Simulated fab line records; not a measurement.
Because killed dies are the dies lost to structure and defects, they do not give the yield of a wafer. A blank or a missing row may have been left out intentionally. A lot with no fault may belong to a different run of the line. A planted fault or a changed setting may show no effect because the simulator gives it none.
Matching of chambers + flow nand_harc + NHARC_P_CONTACT_ALD_22 on ald_metal-01: 4 sister chambers
The step deposits TiN, target thk 3 nm, pulse time 1 s, ald cycles 150. 16 wafers are shown with their chamber, then 8 later ones without.

== WAFERS PAIRED WITH THEIR CHAMBERS ==
| wafer  | chamber | heater_power_w (W) | precursor_pulse_height_rel | susceptor_temp_C (C) |
|--------|---------|--------------------|----------------------------|----------------------|
| L075.1 | 1       | 1196               | 0.984                      | 450.13               |
| L075.2 | 0       | 1256               | 1.006                      | 449.57               |
| L075.5 | 0       | 1282               | 0.973                      | 449.73               |
| L077.1 | 3       | 1099               | 0.967                      | 450.19               |
| L077.2 | 2       | 999                | 0.971                      | 449.79               |
| L077.4 | 1       | 1177               | 1.014                      | 449.95               |
| L082.4 | 1       | 1106               | 0.995                      | 449.81               |
| L082.5 | 3       | 1093               | 0.983                      | 449.86               |
| L082.6 | 0       | 1212               | 1.032                      | 449.98               |
| L086.1 | 2       | 1012               | 0.981                      | 449.75               |
| L086.3 | 3       | 1115               | 0.987                      | 450.14               |
| L086.4 | 0       | 1234               | 1.021                      | 450.25               |
| L088.2 | 3       | 1148               | 1.022                      | 449.52               |
| L088.4 | 1       | 1129               | 0.972                      | 449.96               |
| L088.5 | 1       | 1151               | 1.035                      | 449.99               |
| L090.1 | 2       | 1018               | 0.963                      | 450.08               |

SIGNATURES (averages over the wafers above)
| reading                    | chamber 0 | chamber 1 | chamber 2 | chamber 3 | scatter within a chamber |
|----------------------------|-----------|-----------|-----------|-----------|--------------------------|
| heater_power_w             | 1246.00   | 1151.80   | 1009.67   | 1113.75   | 28.7                     |
| precursor_pulse_height_rel | 1.00800   | 1.00000   | 0.97167   | 0.98975   | 0.0228                   |
| susceptor_temp_C           | 449.8825  | 449.9680  | 449.8733  | 449.9275  | 0.236                    |
Rule: for a wafer and a chamber, the distance is found by dividing, reading by reading, the gap between the wafer's reading and the chamber's mean by the reading's scatter, squaring, summing and taking the root. If the next closest chamber is less than 2 further off than the closest, the wafer can't be placed; otherwise it belongs to the closest. The scatter: take each reading less its chamber's mean, square it, sum over the shown wafers, divide by the number of wafers less the number of chambers, and take the root.

== WAFERS WITHOUT THEIR CHAMBER ==
| wafer  | heater_power_w (W) | precursor_pulse_height_rel | susceptor_temp_C (C) |
|--------|--------------------|----------------------------|----------------------|
| L090.3 | 1105               | 0.994                      | 450.04               |
| L090.4 | 1097               | 1.019                      | 449.67               |
| L091.2 | 1014               | 0.999                      | 450.05               |
| L091.3 | 1132               | 1.008                      | 450.73               |
| L091.6 | 1169               | 0.972                      | 449.98               |
| L096.2 | 1138               | 0.978                      | 449.67               |
| L096.4 | 1021               | 0.991                      | 449.87               |
| L096.6 | 1251               | 1.017                      | 449.90               |

== EACH ONE'S CHAMBER ==
| wafer  | from the rows above          | in truth |
|--------|------------------------------|----------|
| L090.3 | can't be placed: 3 or 1      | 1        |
| L090.4 | can't be placed: 3 or 1 or 2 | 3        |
| L091.2 | 2                            | 2        |
| L091.3 | can't be placed: 1 or 3      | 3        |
| L091.6 | can't be placed: 1 or 3 or 0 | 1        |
| L096.2 | can't be placed: 3 or 1      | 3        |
| L096.4 | 2                            | 2        |
| L096.6 | 0                            | 0        |
Correctly placed: 3 of 8. These rows do not allow placing 5 (true chamber among the candidates in 5). 0 placed wrongly.
